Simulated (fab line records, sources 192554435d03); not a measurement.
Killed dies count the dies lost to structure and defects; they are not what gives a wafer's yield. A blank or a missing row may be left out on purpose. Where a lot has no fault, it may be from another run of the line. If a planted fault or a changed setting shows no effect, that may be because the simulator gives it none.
Chamber matching || flow n5 finfet || rie diel-02 running N5_PMOS_HMC_CHANNEL_EPI_DESCUM_14: 4 sister chambers
The step chemistry O2, time 7.9 s. 8 wafers are shown with their chamber, then 7 later ones without.

== WAFERS, EACH WITH ITS CHAMBER ==
{"wafer": "L279.4", "chamber": 2, "drypump motor current A (A)": 6.3, "showerhead plenum p Torr (Torr)": 2.12}
{"wafer": "L287.1", "chamber": 0, "drypump motor current A (A)": 5.5, "showerhead plenum p Torr (Torr)": 1.98}
{"wafer": "L287.5", "chamber": 3, "drypump motor current A (A)": 5.6, "showerhead plenum p Torr (Torr)": 1.97}
{"wafer": "L295.1", "chamber": 1, "drypump motor current A (A)": 5.1, "showerhead plenum p Torr (Torr)": 2.15}
{"wafer": "L295.4", "chamber": 0, "drypump motor current A (A)": 5.5, "showerhead plenum p Torr (Torr)": 1.97}
{"wafer": "L295.6", "chamber": 1, "drypump motor current A (A)": 5.1, "showerhead plenum p Torr (Torr)": 2.15}
{"wafer": "L296.1", "chamber": 3, "drypump motor current A (A)": 5.6, "showerhead plenum p Torr (Torr)": 1.97}
{"wafer": "L296.2", "chamber": 2, "drypump motor current A (A)": 6.4, "showerhead plenum p Torr (Torr)": 2.11}

== WAFERS WHOSE CHAMBER IS MISSING ==
{"wafer": "L296.5", "drypump motor current A (A)": 6.3, "showerhead plenum p Torr (Torr)": 2.11}
{"wafer": "L297.1", "drypump motor current A (A)": 5.6, "showerhead plenum p Torr (Torr)": 1.96}
{"wafer": "L297.2", "drypump motor current A (A)": 6.3, "showerhead plenum p Torr (Torr)": 2.11}
{"wafer": "L297.5", "drypump motor current A (A)": 5.6, "showerhead plenum p Torr (Torr)": 1.96}
{"wafer": "L298.2", "drypump motor current A (A)": 6.3, "showerhead plenum p Torr (Torr)": 2.10}
{"wafer": "L298.4", "drypump motor current A (A)": 5.6, "showerhead plenum p Torr (Torr)": 1.96}
{"wafer": "L298.5", "drypump motor current A (A)": 5.5, "showerhead plenum p Torr (Torr)": 1.97}

== THE CHAMBER EACH PASSED THROUGH ==
{"wafer": "L296.5", "from the rows above": 2, "in truth": 2}
{"wafer": "L297.1", "from the rows above": 3, "in truth": 3}
{"wafer": "L297.2", "from the rows above": 2, "in truth": 2}
{"wafer": "L297.5", "from the rows above": 3, "in truth": 3}
{"wafer": "L298.2", "from the rows above": 2, "in truth": 2}
{"wafer": "L298.4", "from the rows above": 3, "in truth": 3}
{"wafer": "L298.5", "from the rows above": "can't be placed: 0 or 3", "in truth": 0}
6 of 7 placed correctly. Not placeable from these rows: 1 (in 1, the candidates include the true chamber). Number placed wrongly: 0.
How it was worked out, from the rows above alone: a wafer's distance from a chamber is the root of the sum, over the readings, of the square of ((its reading less the chamber's mean) divided by the reading's scatter). If the next closest chamber is less than 2 further off than the closest, the wafer can't be placed; otherwise it belongs to the closest. A chamber's mean is the mean of its shown wafers. How the scatter is found: for the shown wafers, subtract from each reading the mean of its chamber, square and add these, divide the total by (wafers less chambers), then take the root.
